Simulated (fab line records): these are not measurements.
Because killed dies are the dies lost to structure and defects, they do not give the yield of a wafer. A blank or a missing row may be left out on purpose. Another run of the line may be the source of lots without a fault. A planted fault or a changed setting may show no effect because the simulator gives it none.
Comparing a struck lot with a sound one :: flow n5Finfet :: 40 out of 1938 route steps
Sound: these wafers, L908.3, L908.4, L908.5. The struck wafers were L895.3, L895.4, L895.6. The cause comes at the end.
Order at every step that has rows: each side's tool, ch and its chambers, its first start. Under that, the readings that differ: sound wafers :: struck wafers :: difference of the means :: sigmas: that difference in standard deviations of wafers without a fault.
alike: readings whose means differ by less than 2 such deviations, and words and numbers that are the same on both sides. not compared: withheld readings, readings that some wafer has no value for, bounds like >300 that may hide the same value, and numbers for which the record gives no deviation and whose values overlap.
Wherever a step has rows on one side only, a row that says differs or no value, or a row with sigmas, the two part there. Numbers that have no deviation but don't overlap get no sigmas and don't part them. Lack of a reading on every wafer of one side parts them only where that side has two or more wafers.

first, 11 steps without rows for these wafers: N5_MOL_CONTACT_COAG_DESCUM_13 (chemistry O2, time 7 s); N5_MOL_CONTACT_COAG_ETCH_59 (etches underlayer in N2/H2, target depth 13 nm, time 10.4 s); N5_MOL_CONTACT_COAG_ETCH_105 (etches SiARC in CF4, target depth 15.6 nm, time 26 s); N5_MOL_CONTACT_COAG_ETCH_106 (etches SOC in N2/H2, target depth 80 nm, overetch 16 nm, time 120 s); N5_MOL_CONTACT_COAG_STRIP_107 (strips in N2/H2); N5_MOL_CONTACT_COAG_STRIP_108 (strips in N2/H2); N5_MOL_CONTACT_COAG_CONTACT_ETCH_14 (etches SiO2 in C4F6/O2, target depth 27.5 nm, overetch 8.5 nm, time 20 s); N5_MOL_CONTACT_COAG_STRIP_109 (strips in C4F6/O2); N5_MOL_CONTACT_COAG_ETCH_15 (etches SiNx in CH3F/O2, stops on Si:P, target depth 7 nm); N5_MOL_CONTACT_COAG_ETCH_110 (etches Si in CF4/O2, target depth 2.5 nm, time 8 s); N5_MOL_CONTACT_COAG_STRIP_98 (strips in N2/H2).
N5_MOL_CONTACT_COAG_IMPLANT_129:
  sound on implanter-02 ch 0, day 9 22:02; struck on implanter-02, day 6 17:50
  no value came back on the struck wafers for beamEnergyKeV, beamOnS (s), endStationPressureTorr (Torr); on the sound wafers beamEnergyKeV reads 3.0011 3.0010 2.9992
then, 26 steps without rows for these wafers: N5_MOL_CONTACT_COAG_PRECLEAN_111 (cleans in NF3:NH3, afs cycles 1, time 20 s, sublimation time 60 s); N5_MOL_CONTACT_COAG_TI_SIL_19 (material Ti, target thk 4.2 nm, time 15 s); N5_MOL_CONTACT_COAG_ALD_20 (deposits TiN, target thk 1.5 nm, pulse time 1 s, purge time 3 s); N5_MOL_CONTACT_COAG_SIL_ANNEAL_21 (time 60 s); N5_MOL_CONTACT_COAG_PRE_CLEAN_141 (time 60 s); N5_MOL_CONTACT_COAG_SPUTTER_143 (material Co, target thk 2.5 nm); N5_MOL_CONTACT_COAG_CO_FILL_22 (material Co, precursor CCTBA/H2, target thk 20 nm); N5_MOL_CONTACT_COAG_ANNEAL_113 (time 300 s); N5_MOL_CONTACT_COAG_PRE_CLEAN_142 (time 60 s); N5_MOL_CONTACT_COAG_SPUTTER_130 (material Co, target thk 47.5 nm); N5_MOL_CONTACT_COAG_PRECLEAN_125 (cleans in DIW, time 57.5 s); N5_MOL_CONTACT_COAG_SRD_126 (dry time 32 s); N5_MOL_CONTACT_COAG_CMP_23 (polishes, stops on SiO2, t overpolish 1.5 s, target thk 0 nm); N5_MOL_CONTACT_COAG_WET_ETCH_26 (target Co, target depth 13 nm); N5_MOL_CONTACT_COAG_WET_ETCH_116 (etches the open film in SC1-inhibited, target depth 4.6 nm, rinse time 30 s); N5_MOL_CONTACT_COAG_ALD_27 (deposits SiOC, target thk 17 nm, pulse time 1.5 s, time 2720 s); N5_MOL_CONTACT_COAG_CMP_28 (polishes, stops on SiNx, t overpolish 0.85 s, target thk 14.522 nm); N5_MOL_CONTACT_COAG_ALD_123 (deposits SiNx, target thk 5 nm, pulse time 1 s, purge time 2 s); N5_MOL_CONTACT_COAG_PECVD_31 (deposits SiO2 from TEOS/O2, target thk 46 nm, time 8.9 s); N5_MOL_CONTACT_COAG_COAT_75 (time 60 s, resist thk 60 nm); N5_MOL_CONTACT_COAG_COAT_76 (time 60 s, resist thk 10 nm); N5_MOL_CONTACT_COAG_COAT_77 (time 60 s, resist thk 10 nm); N5_MOL_CONTACT_COAG_COAT_78 (resist thk 40 nm); N5_MOL_CONTACT_COAG_EBR_80; N5_MOL_CONTACT_COAG_SOFTBAKE_79 (time 60 s); N5_MOL_CONTACT_COAG_EXPOSE_81 (exposes mask VG, defocus 0 nm).
-- record jumps: 3 days separate the struck wafers' starts on either side; left off in module MOL_CONTACT_COAG, taken up again in module BEOL_M4, whose first shown step is the route's number 1111 --
N5_BEOL_M4_RC_MEAS_101:
  sound on prober-01 ch 0, day 13 02:37; struck on prober-01 ch 0, day 9 12:32
reading: DIBL_P (mV/V)
sound: 36.8 38.9 37.5
struck: 34.1 34.2 32.8
difference: -4.0
sigmas: -2

reading: RC_DENSE_N (ohm.um)
sound: 18.5 18.6 18.4
struck: 40.6 39.1 41.3
difference: +21.8
sigmas: +42

reading: RC_DENSE_P (ohm.um)
sound: 22.8 23.2 23.1
struck: 51.4 49.3 51.5
difference: +27.7
sigmas: +43

reading: RC_N (ohm.um)
sound: 15.0 15.2 15.0
struck: 32.9 32.3 33.5
difference: +17.8
sigmas: +43

reading: RC_P (ohm.um)
sound: 18.9 19.1 19.0
struck: 41.7 40.4 42.2
difference: +22.4
sigmas: +45

reading: REXT_N (ohm.um)
sound: 72.4 71.9 72.8
struck: 92.0 91.5 90.6
difference: +19.0
sigmas: +10

reading: REXT_P (ohm.um)
sound: 97.8 99.2 100.4
struck: 119.7 118.1 120.1
difference: +20.2
sigmas: +10
  alike: DIBL_N, IOFF_N, IOFF_P, ION_N, ION_P, SS_N, SS_P, VT_N, VT_P
-- the record jumps here: 4 days lie between the struck wafers' starts before and after (it left off in module BEOL_M4 and takes up again in module PASSIVATION, whose first step shown is number 1936 of the route) --
N5_PASSIVATION_PROBE_49:
  struck on prober-01, day 13 18:39; sound on prober-01, day 17 02:46
  alike: defectLimitedYield, killed_at_M0_to_M3, killed_at_M4_up, killedAtContacts, killedAtFrontEnd, killedAtOther, killedDies, killedOpen, killedShort, sort_bin_5_function, sort_bin_6_memory, sort_bin_8_speed, sortNPass, sortYieldPct

== WHERE THEY PART ==
Earliest at N5_MOL_CONTACT_COAG_IMPLANT_129; latest, in this record, at N5_BEOL_M4_RC_MEAS_101. Later steps at which nothing parts them and some readings are alike: N5_PASSIVATION_PROBE_49.

WHY: what the simulator had put in
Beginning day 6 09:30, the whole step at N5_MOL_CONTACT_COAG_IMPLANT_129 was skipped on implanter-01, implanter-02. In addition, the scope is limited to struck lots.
